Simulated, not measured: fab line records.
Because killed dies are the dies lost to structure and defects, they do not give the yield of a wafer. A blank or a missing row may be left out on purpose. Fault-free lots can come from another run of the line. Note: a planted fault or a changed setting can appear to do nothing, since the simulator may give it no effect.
2 desks, one fault / flow n5_finfet / every desk sees just its own numbers, and what lay behind them comes last

## FOR THE TOOL OWNER'S DESK: pecvd-03
The tool's own readings at N5_BEOL_M6_DEP_56 (deposits SiCN from 3MS/NH3, target thk 10 nm, time 17.5 s): means of the sampled wafers that have a number, for each lot that ran on this tool. The brackets show how far a lot's mean lies from the usual mean; more than 4 standard deviations puts the lot out of limits, marked OUT.
Columns: A = showerhead_plenum_p_Torr at N5_BEOL_M6_DEP_56, usual 3.663 Torr; B = throttle_valve_pct at N5_BEOL_M6_DEP_56, usual 9.1 %
lot=L534; first seen here=day 10 21:28; A=3.658; B=9.6
lot=L543; first seen here=day 13 09:08; A=3.655; B=8.9
This desk's verdict: no lot among the 2 shows anything out of limits.

## METROLOGY DESK
What the gauges read, lot by lot, whatever tool the lot ran on: means of the sampled wafers that have a number. The brackets show how far a lot's mean lies from the usual mean; more than 4 standard deviations puts the lot out of limits, marked OUT.
Columns: A = M6_THK at N5_BEOL_M6_THK_MEAS_53, usual 80.7 nm; B = M6_RS at N5_BEOL_M6_RS_MEAS_57, usual 0.286 ohm/sq
lot=L527; first seen here=day 9 09:32; A=79.9; B=0.287
lot=L530; first seen here=day 9 22:28; A=80.0; B=0.291
lot=L534; first seen here=day 10 21:24; A=81.8; B=0.279
lot=L543; first seen here=day 13 09:04; A=84.2; B=0.276
lot=L547; first seen here=day 14 10:29; A=82.4; B=0.276
This desk's verdict: no lot among the 5 shows anything out of limits.

## PUT TOGETHER
The tool owner's desk saw nothing out of limits.
At the metrology desk, nothing out of limits was observed.

## WHAT THE SIMULATOR HAD PUT IN
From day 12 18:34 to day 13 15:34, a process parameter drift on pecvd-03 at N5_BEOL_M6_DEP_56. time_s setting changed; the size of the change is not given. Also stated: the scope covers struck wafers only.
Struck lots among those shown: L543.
